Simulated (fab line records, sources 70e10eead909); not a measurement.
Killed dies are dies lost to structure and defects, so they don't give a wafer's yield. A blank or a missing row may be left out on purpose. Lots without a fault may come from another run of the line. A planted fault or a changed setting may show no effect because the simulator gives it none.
fab line records | flow nand_harc
record lots=14 wafers=42 last_day=33
route steps=1302 shown A_CONTACT@1040
lots that met no fault: from a run of the same line without faults
start_h: hours from the record's first day to the start of the lot's first wafer shown | wait_h: hours since the lot's step before | " the same as in the row above | L1.1+2: a row that stands for several wafers | - no value, or no start given | * or withheld: withheld | < > ~ a bound
route shown NAME@n: a module of which the file shows steps, and the number in the route of the first | usual: mean/standard deviation of fault-free wafers | same: alike in all rows | chamber/n: place in a boat | sites: the reading at each site | _std_site: their standard deviation | _edge_site: outer sites' mean less inner sites' | radius_mm: how far each site lies from the wafer's centre | mask NAME#n: copy n | behind: the tool/chamber that last shaped the wafer | hold: why the lot was held/for how many hours/how that ended | device: the transistor (n, p or np) that didn't switch | end of line: the same wafers' tests at the end of the route | a step without rows: its recipe alone | killed: dies lost to structure and defects at the first sort, not the wafer's yield | map: a wafer's dies, x killed, . not, _ none there
set.NAME: the setting as run; set.NAME@STEP: as run at that earlier step | model.NAME: the simulator's own value behind a step, which no gauge read
steps of the route over a sample of lots; a table a step, a row a wafer
services: from which hour (start_h, from the record's first day; less than 0 if before it) a tool's chamber was out of use, for how many hours, and why
## steps
# step NHARC_A_CONTACT_OVL_MEAS_70
# usual overlay_x_nm=-0.3/0.82 overlay_y_nm=0.0/0.72
# columns lot.wafer tool chamber start_h wait_h overlay_x_nm overlay_y_nm
L391.1 overlay-02 - 508.72 - -0.8 0.2
L391.3 " - " " -0.4 -0.2
L391.4 " - " " -0.7 0.2
L393.1 overlay-02 - 517.89 - -0.4 1.7
L393.2 " - " " -0.5 1.8
L393.3 " - " " -0.2 2.2
L392.3 overlay-02 - 520.97 - -0.4 -1.1
L392.4 " - " " -0.3 -0.6
L392.6 " - " " -0.2 -1.0
L395.2 overlay-02 - 548.27 - -0.7 0.1
L395.3 " - " " -0.6 0.0
L395.6 " - " " -1.0 0.0
L397.1 overlay-02 - 552.38 - 1.4 0.4
L397.3 " - " " 0.9 0.4
L397.6 " - " " 1.1 0.8
L398.1 overlay-02 - 553.43 - -1.4 0.0
L398.3 " - " " -1.1 0.5
L398.5 " - " " -1.4 -0.6
L399.1 overlay-02 - 608.10 - 0.3 -0.2
L399.4 " - " " 0.5 -0.2
L399.5 " - " " 0.2 -0.5
L408.2 overlay-02 - 682.17 - 1.2 0.7
L408.5 " - " " 0.9 0.3
L408.6 " - " " 1.0 1.2
L404.1 overlay-02 - 684.72 - -0.6 0.0
L404.2 " - " " 0.3 0.1
L404.3 " - " " 0.0 -0.2
L413.2 overlay-01 - 706.98 - 1.4 -0.9
L413.4 " - " " 0.6 -0.9
L413.5 " - " " 0.9 -0.6
L411.1 overlay-01 - 707.48 - -1.4 1.4
L411.2 " - " " -1.3 1.1
L411.3 " - " " -1.6 0.9
L412.2 overlay-02 - 716.75 - -1.2 -0.3
L412.4 " - " " -1.6 -0.8
L412.5 " - " " -1.6 -0.7
L410.1 overlay-02 - 725.82 - -1.5 -0.6
L410.2 " - " " -1.6 -0.5
L410.3 " - " " -1.6 -0.9
L414.1 overlay-01 - 729.84 - 1.4 -0.4
L414.5 " - " " 0.8 -0.6
L414.6 " - " " -0.1 -0.9
# step NHARC_A_CONTACT_ETCH_125
# recipe source_w=withheld pressure_mtorr=20 bias_v=3000 time_s=197 target_depth_a=19180 ar_flow_sccm=withheld c4f8_flow_sccm=withheld o2_flow_sccm=withheld chemistry=C4F8/O2/Ar
# usual chamber_pressure_mTorr=20.004/0.019 oes_air_line_au=0.999/0.022
# columns lot.wafer tool chamber start_h wait_h chamber_pressure_mTorr oes_air_line_au rf_hours_counter_h
L391.1 har_cap_etch-02 0 510.59 0.2 19.986 1.001 85
L391.3 " 1 " " 20.021 0.976 -
L391.4 " 0 " " 20.008 1.013 -
L393.1 har_cap_etch-03 1 519.71 0.2 19.981 0.967 47
L393.2 " 0 " " 19.987 0.949 47
L393.3 " 1 " " 20.024 0.988 -
L392.4 har_cap_etch-02 0 522.92 0.2 19.980 1.013 -
L392.3 " 1 " " 20.027 0.988 -
L392.6 " 1 " " 20.051 1.005 -
L395.2 har_cap_etch-03 1 550.13 0.2 19.997 1.011 54
L395.3 " 0 " " 20.005 0.987 -
L395.6 " 1 " " 20.007 1.008 -
L397.1 har_cap_etch-01 1 554.23 0.2 19.997 0.998 10
L397.3 " 0 " " 20.043 0.988 -
L397.6 " 0 " " 19.980 1.008 -
L398.1 har_cap_etch-02 0 555.33 0.2 19.982 0.978 95
L398.3 " 1 " " 20.003 0.983 -
L398.5 " 0 " " 20.021 0.976 -
L399.1 har_cap_etch-03 1 609.97 0.2 20.037 1.031 62
L399.4 " 1 " " 20.012 0.971 -
L399.5 " 1 " " 20.013 0.990 -
L408.2 har_cap_etch-01 1 684.03 0.2 - - -
L408.6 " 1 " " - - -
L408.5 " 0 " " - - -
L404.2 har_cap_etch-03 1 686.56 0.2 - - -
L404.1 " 0 " " - - -
L404.3 " 1 " " - - -
L413.2 har_cap_etch-02 0 709.17 0.2 19.978 1.003 120
L413.4 " 0 " " 19.979 1.029 -
L413.5 " 1 " " 19.997 1.020 -
L411.2 har_cap_etch-03 0 709.32 0.2 20.017 0.992 79
L411.1 " 1 " " 20.006 0.998 79
L411.3 " 0 " " 19.989 0.982 -
L412.2 har_cap_etch-03 1 718.67 0.2 19.993 0.971 81
L412.4 " 1 " " 19.997 0.969 -
L412.5 " 1 " " 19.993 0.980 -
L410.1 har_cap_etch-01 0 727.67 0.2 20.013 0.997 39
L410.2 " 1 " " 19.994 1.035 39
L410.3 " 0 " " 19.981 0.987 -
L414.1 har_cap_etch-02 0 731.72 0.2 20.010 0.969 126
L414.5 " 1 " " 19.991 1.005 -
L414.6 " 0 " " 20.017 0.966 -
# step NHARC_A_CONTACT_ETCH_133
# recipe source_w=withheld pressure_mtorr=20 bias_v=400 time_s=374 target_depth_a=16100 ar_flow_sccm=withheld c4f8_flow_sccm=11.5 o2_flow_sccm=7.2 chemistry=C4F8/O2/Ar
# usual chamber_pressure_mTorr=19.999/0.018 oes_air_line_au=1.002/0.019
# columns lot.wafer tool chamber start_h wait_h chamber_pressure_mTorr oes_air_line_au rf_hours_counter_h
L391.1 har_cap_etch-02 0 512.04 0.2 19.990 1.013 86
L391.3 " 1 " " 19.999 1.006 -
L391.4 " 0 " " 19.998 0.996 -
L393.1 har_cap_etch-03 1 521.13 0.1 19.980 1.022 48
L393.2 " 0 " " 19.997 1.012 48
L393.3 " 1 " " 19.994 0.998 -
L392.4 har_cap_etch-02 0 524.42 0.2 19.991 0.991 -
L392.3 " 1 " " 20.013 1.018 -
L392.6 " 1 " " 20.003 0.972 -
L395.2 har_cap_etch-03 1 551.59 0.2 19.992 0.993 55
L395.3 " 0 " " 19.976 0.973 -
L395.6 " 1 " " 20.007 1.004 -
L397.1 har_cap_etch-01 1 555.89 0.2 20.000 0.993 11
L397.3 " 0 " " 20.005 1.015 -
L397.6 " 0 " " 19.988 0.991 -
L398.1 har_cap_etch-02 0 559.30 0.1 20.025 1.012 96
L398.3 " 1 " " 20.015 0.989 -
L398.5 " 0 " " 20.000 1.011 -
L399.1 har_cap_etch-03 1 611.42 0.2 19.985 1.016 63
L399.4 " 1 " " 19.961 0.981 -
L399.5 " 1 " " 19.994 0.995 -
L408.2 har_cap_etch-01 1 685.43 0.1 19.991 1.029 30
L408.6 " 1 " " 19.986 1.008 -
L408.5 " 0 " " 20.007 1.049 -
L404.2 har_cap_etch-03 1 687.97 0.1 20.011 1.011 76
L404.1 " 0 " " 20.005 1.019 76
L404.3 " 1 " " 20.017 1.012 -
L413.2 har_cap_etch-02 0 710.58 0.1 20.014 1.030 121
L413.4 " 0 " " 20.043 1.021 -
L413.5 " 1 " " 19.998 1.010 -
L411.2 har_cap_etch-03 0 710.74 0.1 19.970 0.966 80
L411.1 " 1 " " 20.053 0.988 80
L411.3 " 0 " " 19.977 0.995 -
L412.2 har_cap_etch-03 1 720.12 0.2 20.005 0.973 82
L412.4 " 1 " " 20.029 0.994 -
L412.5 " 1 " " 19.996 0.986 -
L410.1 har_cap_etch-01 0 729.07 0.1 20.033 1.031 40
L410.2 " 1 " " 19.979 0.991 40
L410.3 " 0 " " 20.010 1.007 -
L414.1 har_cap_etch-02 0 733.16 0.2 19.976 0.994 127
L414.5 " 1 " " 19.960 1.008 -
L414.6 " 0 " " 20.015 1.021 -
# step NHARC_A_CONTACT_ETCH_91
# recipe target_depth_a=400 over_etch_frac=0.5 time_s=85.7 ion_energy_ev=120 ch3f_flow_sccm=50 o2_flow_sccm=30 ar_flow_sccm=200 rf_w=500 bias_w=100 chemistry=CH3F/O2
# usual bias_w=100.0/0.3 ch3f_flow_sccm=49.99/0.14 drypump_motor_current_A=5.8/0.39 oes_product_au=0.940/0.028 rf_vpp_V=243.6/1.4 showerhead_plenum_p_Torr=2.42/0.08 throttle_valve_pct=20.663/0.0083
# columns lot.wafer tool chamber start_h wait_h bias_w ch3f_flow_sccm drypump_motor_current_A oes_product_au rf_hours_counter_h rf_vpp_V showerhead_plenum_p_Torr throttle_valve_pct
L391.1 rie_diel-04 0 512.76 0.6 100.2 49.84 5.6 0.924 43 242.0 2.39 20.656
L391.4 " 1 " " 100.2 50.22 5.7 0.928 43 244.3 2.44 20.666
L391.3 " 3 " " 99.8 49.82 6.2 0.926 45 244.0 2.31 20.668
L393.3 rie_diel-07 2 521.97 0.6 100.3 50.02 6.7 0.927 10 245.5 2.49 20.646
L393.2 " 3 " " 99.5 49.94 5.4 0.926 15 243.8 2.49 20.665
L393.1 " 0 " " 100.1 49.92 6.2 0.935 15 242.9 2.38 20.661
L392.3 rie_diel-12 0 525.06 0.5 99.5 50.06 5.8 0.919 12 244.9 2.49 20.659
L392.4 " 1 " " 100.5 50.11 6.3 0.927 12 246.6 2.47 20.657
L392.6 " 0 " " 99.6 49.89 5.8 0.924 - 244.9 2.49 20.665
L395.2 rie_diel-07 3 552.30 0.6 99.7 49.90 5.4 0.923 28 245.7 2.48 20.680
L395.3 " 2 " " 100.1 50.12 6.7 0.939 23 243.1 2.48 20.667
L395.6 " 0 " " 100.0 50.13 6.2 0.926 - 243.1 2.38 20.678
L397.1 rie_diel-12 1 556.85 0.9 99.6 50.00 6.3 0.934 20 244.2 2.46 20.668
L397.3 " 2 " " 100.0 49.95 5.2 0.913 16 243.4 2.43 20.659
L397.6 " 3 " " 99.4 49.83 5.8 0.930 - 241.7 2.29 20.666
L398.1 rie_diel-04 2 560.10 0.7 100.3 50.20 5.3 0.987 3 242.7 2.34 20.670
L398.3 " 0 " " 99.4 50.03 5.5 1.003 3 242.5 2.38 20.666
L398.5 " 2 " " 99.7 50.09 5.3 0.993 - 242.7 2.34 20.657
L399.1 rie_diel-07 2 612.13 0.6 99.8 50.02 6.6 0.937 44 245.6 2.47 20.664
L399.4 " 0 " " 99.8 50.05 6.3 0.935 48 242.6 2.37 20.653
L399.5 " 3 " " 100.0 49.96 5.4 0.926 - 245.1 2.47 20.665
L408.2 rie_diel-12 3 686.25 0.8 100.1 50.10 5.8 0.926 10 242.3 2.28 20.653
L408.5 " 0 " " 100.4 49.94 5.8 0.921 - 243.7 2.48 20.665
L408.6 " 1 " " 99.9 49.95 6.2 0.932 - 244.1 2.46 20.655
L404.1 rie_diel-04 2 688.76 0.6 100.1 49.95 5.3 0.918 34 245.0 2.33 20.660
L404.2 " 3 " " 99.8 50.19 6.2 0.920 46 241.6 2.28 20.666
L404.3 " 1 " " 100.1 49.46 5.7 0.923 44 244.3 2.42 20.649
L413.4 rie_diel-12 2 711.37 0.6 100.1 50.04 5.2 0.923 14 243.5 2.42 20.667
L413.2 " 0 " " 100.2 49.97 5.8 0.922 12 242.9 2.48 20.671
L413.5 " 2 " " 100.3 50.05 5.2 0.925 - 245.3 2.42 20.670
L411.2 rie_diel-07 2 711.55 0.7 100.3 50.05 6.7 0.927 17 244.5 2.46 20.666
L411.3 " 3 " " 100.3 50.15 5.3 0.940 18 245.1 2.46 20.666
L411.1 " 0 " " 100.7 50.08 6.3 0.928 17 242.6 2.36 20.658
L412.2 rie_diel-04 0 720.85 0.7 99.9 50.11 5.5 1.008 0 240.9 2.36 20.676
L412.4 " 1 " " 100.0 50.13 5.7 1.006 0 244.5 2.42 20.666
L412.5 " 0 " " 100.1 50.19 5.6 1.001 - 244.0 2.36 20.662
L410.2 rie_diel-12 3 729.86 0.6 99.4 49.99 5.8 0.930 16 242.3 2.28 20.660
L410.3 " 0 " " 100.0 49.86 5.8 0.925 15 245.6 2.48 20.661
L410.1 " 2 " " 100.6 49.97 5.2 0.924 18 243.3 2.42 20.672
L414.1 rie_diel-07 1 733.89 0.7 100.0 49.94 5.7 0.926 28 242.2 2.43 20.654
L414.6 " 0 " " 99.9 50.00 6.3 0.924 - 243.9 2.35 20.669
L414.5 " 1 " " 100.0 50.00 5.7 0.926 - 243.8 2.43 20.657
## services
# columns tool chamber start_h hours kind
har_cap_etch-01 - 497.03 17.0 pm
har_cap_etch-01 0 497.03 17.0 vent_cycle
har_cap_etch-01 1 497.03 17.0 vent_cycle
rie_diel-12 0 503.44 - clean
rie_diel-12 1 503.44 - clean
rie_diel-12 2 503.44 - clean
rie_diel-12 3 503.44 - clean
har_cap_etch-01 0 514.03 - clean
har_cap_etch-01 1 514.03 - clean
rie_diel-04 0 520.71 8.1 repair
rie_diel-12 2 531.48 8.4 repair
rie_diel-04 - 534.29 9.0 pm
rie_diel-04 0 563.20 2.9 repair
rie_diel-04 2 588.21 18.9 repair
rie_diel-12 1 594.74 4.0 repair
rie_diel-12 2 608.01 8.6 repair
rie_diel-12 - 622.52 9.0 pm
har_cap_etch-03 - 631.25 1.4 repair
rie_diel-07 - 649.81 9.0 pm
rie_diel-07 - 663.00 0.6 repair
rie_diel-04 2 665.57 6.9 repair
rie_diel-04 1 691.42 4.7 repair
rie_diel-04 3 691.99 6.0 repair
rie_diel-04 - 711.29 9.0 pm
## key
first_sign step=NHARC_A_CONTACT_ETCH_125 reading=tool_record direction=missing
effect none on later readings
met_at NHARC_A_CONTACT_ETCH_125
struck_lots L404,L408
later_rows_left_out L404.1,L404.2,L404.3,L408.2,L408.5,L408.6
sort_left_out L404.1,L404.2,L404.3,L408.2,L408.5,L408.6
tester_left_out L404,L408
not_acting_at NHARC_A_CONTACT_OVL_MEAS_70,NHARC_A_CONTACT_ETCH_133,NHARC_A_CONTACT_ETCH_91
onset_between 609.97 684.03
fault kind=skipped_step_whole tool=har_cap_etch-01,har_cap_etch-03 chamber=- onset_h=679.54 steps=NHARC_A_CONTACT_ETCH_125 scope=struck_lots_only
# tester_left_out: of these lots the tester's yield and bins aren't shown, on N5 and GAA mostly nor the transistor test; their killed dies are dies lost to structure and defects alone, not to doping, threshold or leakage, so they don't give the yield
# sort_left_out: the simulated sort isn't trusted on such a fault, so these wafers' sort isn't shown, and their yield isn't known
# later_rows_left_out: the simulator's readings of these wafers behind a module that went badly wrong aren't trusted and aren't shown, but for the sort
